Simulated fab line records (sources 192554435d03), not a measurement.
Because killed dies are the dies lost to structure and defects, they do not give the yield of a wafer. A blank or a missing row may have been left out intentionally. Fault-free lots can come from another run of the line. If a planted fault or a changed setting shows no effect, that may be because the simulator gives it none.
Chamber matching | flow n5Finfet | rieSi-05 running N5_FIN_SAQP_MANDREL1_REMOVE_56: 4 sister chambers
The step chemistry HBr/Cl2/O2, target a-Si, stops on SiNx, bt time 10 s. 4 wafers are shown with their chamber, then 12 later ones without.

## EACH WAFER AND ITS CHAMBER
wafer  | chamber | drypumpMotorCurrentA (A)
L088.1 | 0       | 6.6
L089.1 | 1       | 5.7
L089.2 | 2       | 6.5
L089.3 | 3       | 6.5

## WAFERS WITH NO CHAMBER GIVEN
wafer  | drypumpMotorCurrentA (A)
L090.3 | 6.6
L090.4 | 5.7
L090.6 | 5.7
L091.2 | 6.6
L091.4 | 6.5
L091.6 | 6.6
L092.4 | 6.7
L092.5 | 6.5
L092.6 | 6.5
L097.1 | 5.7
L097.2 | 6.6
L097.3 | 6.5

## WHICH CHAMBER EACH ONE RAN IN
wafer  | from the rows above     | in truth
L090.3 | 0                       | 0
L090.4 | 1                       | 1
L090.6 | 1                       | 1
L091.2 | 0                       | 0
L091.4 | can't be placed: 2 or 3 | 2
L091.6 | 0                       | 0
L092.4 | 0                       | 0
L092.5 | can't be placed: 2 or 3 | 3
L092.6 | can't be placed: 2 or 3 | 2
L097.1 | 1                       | 1
L097.2 | 0                       | 0
L097.3 | can't be placed: 2 or 3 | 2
Correct placement for 8 of the 12. Unplaceable from these rows: 4, with the true chamber sitting among the candidates in 4. 0 placed wrongly.
How it was worked out, from the rows above alone: a wafer's distance from a chamber is the root of the sum, over the readings, of the square of ((its reading less the chamber's mean) divided by the reading's scatter). The wafer belongs to the nearest chamber; if the next one is less than 2 further off, it can't be placed. Each chamber's mean is taken over the wafers shown for it. The scatter: with one shown wafer a chamber, the root of the mean of the squares of how far each hidden wafer lies from its nearest shown one.
